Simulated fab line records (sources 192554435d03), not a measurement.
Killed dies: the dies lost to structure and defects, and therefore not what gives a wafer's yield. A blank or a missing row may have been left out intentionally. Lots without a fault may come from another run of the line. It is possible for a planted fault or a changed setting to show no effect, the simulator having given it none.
Chamber matching -- flow n5 finfet -- N5_GATE_CUT_ALD_22 on ald sin-04 has 4 sister chambers
The step deposits SiNx, target thk 16 nm, pulse time 1 s, ald cycles 320. 7 wafers are shown with their chamber, then 8 later ones without.

WAFERS WITH THEIR CHAMBER
wafer,chamber,heater power w (W),precursor pulse height rel
L081.3,0,833,0.999
L081.4,3,834,0.989
L081.5,2,930,1.006
L090.3,1,866,1.023
L090.4,0,847,1.045
L090.6,1,860,1.003
L093.1,2,924,1.030

WAFERS WITH NO CHAMBER GIVEN
wafer,heater power w (W),precursor pulse height rel
L093.2,867,1.020
L093.3,872,1.011
L093.4,869,1.026
L093.5,881,0.997
L093.6,892,1.018
L097.3,867,0.986
L097.4,955,0.986
L097.5,841,1.000

CHAMBER TAKEN BY EACH
wafer,from the rows above,in truth
L093.2,1,1
L093.3,1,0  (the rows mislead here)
L093.4,1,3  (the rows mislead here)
L093.5,1,1
L093.6,can't be placed: 1 or 2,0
L097.3,1,1
L097.4,2,2
L097.5,can't be placed: 0 or 3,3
Placed correctly: 4 of 8. Can't be placed from these rows: 2 (the true chamber is among the candidates in 1). Placed wrongly: 2.
How it was worked out, from the rows above alone: a wafer's distance from a chamber is the root of the sum, over the readings, of the square of ((its reading less the chamber's mean) divided by the reading's scatter). The wafer belongs to the nearest chamber; if the next one is less than 2 further off, it can't be placed. For every chamber, the mean is computed from those of its wafers that are shown. How the scatter is found: for the shown wafers, subtract from each reading the mean of its chamber, square and add these, divide the total by (wafers less chambers), then take the root.
